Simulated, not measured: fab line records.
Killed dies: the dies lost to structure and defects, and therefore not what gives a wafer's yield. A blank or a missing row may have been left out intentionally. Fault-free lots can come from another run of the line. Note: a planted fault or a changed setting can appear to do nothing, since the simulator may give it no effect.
Struck lot and sound lot, side by side | flow n5_finfet | 14 out of 1938 route steps
Sound: wafers L141.1, L141.4, L141.6. Wafers L155.2, L155.3, L155.4 were the ones struck. The cause comes at the end.
For every step that has rows: the tool of each side, followed by ch and its chambers, followed by its first start. Under that, the readings that differ: sound wafers | struck wafers | difference of the means | sigmas: that difference in standard deviations of wafers without a fault.
alike: words and numbers the same on both sides, and readings whose means are apart by under 2 such deviations; not compared: readings that were withheld, readings missing a value for some wafer, numbers with overlapping values and no deviation given by the record, and bounds like >300 which may hide the same value.
A row with sigmas, a row that says differs or no value, or rows on one side alone: a step with any of these is where the two part. Numbers that don't overlap but have no deviation are shown without sigmas and don't part them. A reading that every wafer of one side lacks parts them only if that side has two wafers or more.

N5_BEOL_M12_STRIP_63: strips in N2/H2.
  sound on plasma_asher-01 ch 1, day 13 06:02; struck on plasma_asher-01 ch 0,1, day 16 11:54
  alike: drypump_motor_current_A, heater_power_w, oes_product_au, strip_time_to_endpoint_s
  not compared: rf_hours_counter_h
N5_BEOL_M12_STRIP_64: strips in N2/H2.
  sound on plasma_asher-01 ch 1, day 13 06:06; struck on plasma_asher-01 ch 0,1, day 16 11:58
  reading                      | sound             | struck            | difference | sigmas
  strip_time_to_endpoint_s (s) | 31.27 31.18 31.18 | 31.46 31.38 31.45 | +0.22      | +2
  alike: drypump_motor_current_A, heater_power_w, oes_product_au
  not compared: rf_hours_counter_h
then, 2 steps without rows for these wafers: N5_BEOL_M12_STRIP_71 (strips in post etch residue remover, time 60 s); N5_BEOL_M12_SRD_72 (time 30 s, dry time 30 s).
N5_BEOL_M12_CD_MEAS_17 targets a cd of 140 nm.
  struck on cd_sem-02, day 16 12:07; sound on cd_sem-02, day 13 06:15
  alike: cd_nm
then, 7 steps without rows for these wafers: N5_BEOL_M12_COAT_65 (time 60 s, resist thk 300 nm); N5_BEOL_M12_COAT_66 (time 60 s, resist thk 110 nm); N5_BEOL_M12_COAT_22 (resist thk 300 nm); N5_BEOL_M12_EBR_24; N5_BEOL_M12_SOFTBAKE_23 (time 60 s); N5_BEOL_M12_EXPOSE_25 (exposes mask M12); N5_BEOL_M12_PEB_26 (peb time 90 s).
N5_BEOL_M12_DEVELOP_27: develop time 45 s.
  sound on litho_track-05 ch 0, day 13 06:28; struck on litho_track-05, day 16 12:20
  no value came back on the struck wafers for chill_plate_temp_C (C), develop_time_s (s), developer_temp_C (C), resist_line_temp_C (C); on the sound wafers chill_plate_temp_C (C) reads 23.04 23.04 22.84
  reading                                    | sound           | struck          | difference | sigmas
  model.coat_of_BEOL_M12_COAT_22.thk_nm (nm) | 286 285.8 286.2 | 300.2 299.8 299 | +13.7      |
then, 1 step without rows for these wafers: N5_BEOL_M12_HARDBAKE_32 (time 120 s).

== WHERE THEY PART ==
First at N5_BEOL_M12_STRIP_64; last, within this record, at N5_BEOL_M12_DEVELOP_27.

WHY: whatever the simulator had introduced
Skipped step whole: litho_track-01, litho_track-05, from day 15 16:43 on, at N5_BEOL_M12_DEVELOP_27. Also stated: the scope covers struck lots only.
